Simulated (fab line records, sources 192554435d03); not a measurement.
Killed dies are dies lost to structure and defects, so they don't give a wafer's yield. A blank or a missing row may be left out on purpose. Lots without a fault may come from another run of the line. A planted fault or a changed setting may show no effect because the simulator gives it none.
Split-lot experiment | flow n5_finfet | 7 lots, 39 wafers read, on a route of 1938 steps

THE SPLIT
At N5_PASSIVATION_AL_DEP_21 (deposits Al, target thk 2800 nm, time 170 s), the setting target_thk_a was moved away from the recipe's 28000 angstrom on 9 of the 39 wafers read, by -53.9% to +32.4%. The other wafers ran this setting at the recipe's value.

The reading is taken at the split's own step.

THE READING
Al_of_PASSIVATION_AL_DEP_21.thk_nm (the simulator's own value, which no gauge read), in nm, at N5_PASSIVATION_AL_DEP_21 (deposits Al, target thk 2800 nm, time 170 s). The file gives no usual value for it. The 30 wafers here that ran the recipe average 2788 nm, standard deviation 40 nm.

wafer  | tool, chamber at the split | target_thk_a as run, angstrom | against the recipe | Al_of_PASSIVATION_AL_DEP_21.thk_nm, nm | against lot-mates on the recipe
L075.1 | pvd_sputter-01, -          | 28000                         | recipe             | 2821                                   | -
L075.2 | pvd_sputter-01, -          | 28000                         | recipe             | 2797                                   | -
L075.3 | pvd_sputter-01, -          | 28000                         | recipe             | 2769                                   | -
L075.4 | pvd_sputter-01, -          | 28000                         | recipe             | 2723                                   | -
L075.5 | pvd_sputter-01, -          | 28000                         | recipe             | 2774                                   | -
L075.6 | pvd_sputter-01, -          | 28000                         | recipe             | 2733                                   | -
L078.1 | pvd_sputter-01, -          | 28000                         | recipe             | 2819                                   | -
L078.2 | pvd_sputter-01, -          | 28000                         | recipe             | 2808                                   | -
L078.3 | pvd_sputter-01, -          | 28000                         | recipe             | 2783                                   | -
L078.4 | pvd_sputter-01, -          | 28000                         | recipe             | 2716                                   | -
L078.5 | pvd_sputter-01, -          | 28000                         | recipe             | 2714                                   | -
L078.6 | pvd_sputter-01, -          | 28000                         | recipe             | 2824                                   | -
L084.1 | pvd_sputter-02, -          | 28000                         | recipe             | 2735                                   | -
L084.2 | pvd_sputter-02, -          | 28000                         | recipe             | 2832                                   | -
L084.3 | pvd_sputter-02, -          | 28000                         | recipe             | 2757                                   | -
L084.4 | pvd_sputter-02, -          | 28000                         | recipe             | 2800                                   | -
L084.5 | pvd_sputter-02, -          | 28000                         | recipe             | 2745                                   | -
L084.6 | pvd_sputter-02, -          | 28000                         | recipe             | 2835                                   | -
L086.3 | pvd_sputter-03, -          | 28000                         | recipe             | 2847                                   | -
L086.4 | pvd_sputter-03, -          | 28000                         | recipe             | 2793                                   | -
L086.6 | pvd_sputter-03, -          | 28000                         | recipe             | 2856                                   | -
L088.1 | pvd_sputter-02, -          | 13240                         | -52.7%             | 1352                                   | -1435
L088.2 | pvd_sputter-02, -          | 13240                         | -52.7%             | 1282                                   | -1505
L088.3 | pvd_sputter-02, -          | 28000                         | recipe             | 2789                                   | -
L088.4 | pvd_sputter-02, -          | 13240                         | -52.7%             | 1321                                   | -1466
L088.5 | pvd_sputter-02, -          | 28000                         | recipe             | 2764                                   | -
L088.6 | pvd_sputter-02, -          | 28000                         | recipe             | 2807                                   | -
L089.1 | pvd_sputter-01, -          | 28000                         | recipe             | 2823                                   | -
L089.2 | pvd_sputter-01, -          | 37070                         | +32.4%             | 3742                                   | +955
L089.3 | pvd_sputter-01, -          | 28000                         | recipe             | 2795                                   | -
L089.4 | pvd_sputter-01, -          | 37070                         | +32.4%             | 3685                                   | +898
L089.5 | pvd_sputter-01, -          | 28000                         | recipe             | 2744                                   | -
L089.6 | pvd_sputter-01, -          | 37070                         | +32.4%             | 3718                                   | +931
L093.1 | pvd_sputter-01, -          | 28000                         | recipe             | 2820                                   | -
L093.2 | pvd_sputter-01, -          | 28000                         | recipe             | 2786                                   | -
L093.3 | pvd_sputter-01, -          | 28000                         | recipe             | 2842                                   | -
L093.4 | pvd_sputter-01, -          | 12920                         | -53.9%             | 1364                                   | -1452
L093.5 | pvd_sputter-01, -          | 12920                         | -53.9%             | 1291                                   | -1525
L093.6 | pvd_sputter-01, -          | 12920                         | -53.9%             | 1331                                   | -1485

THE FIT
A straight line over all 39 wafers: Al_of_PASSIVATION_AL_DEP_21.thk_nm changes by +27.7 nm for each +1% of target_thk_a; r = +1.00; the points scatter about the line by 40 nm.
The same after taking each lot's own level away (the mean of its wafers on the recipe; 39 wafers): +27.9 nm for each +1%; r = +1.00; scatter 35 nm.
On that fit, the largest move of target_thk_a shifts the reading by 1.5e+03 nm.
The lots' own levels span 2769.5 to 2832.0 nm, that is 1.6 times the standard deviation above.
So the lot-to-lot level changes the slope little: the two slopes agree.
Check: with one of the wafers moved furthest among these (-53.9%) left out of the fit, the line predicts -1.51e+03 nm for it against its lot-mates. It came out at -1.45e+03 nm against them.

THE FILE'S OWN FIT
Al_of_PASSIVATION_AL_DEP_21.thk_nm changes by +27.9 nm for each +1% of target_thk_a, r = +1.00.
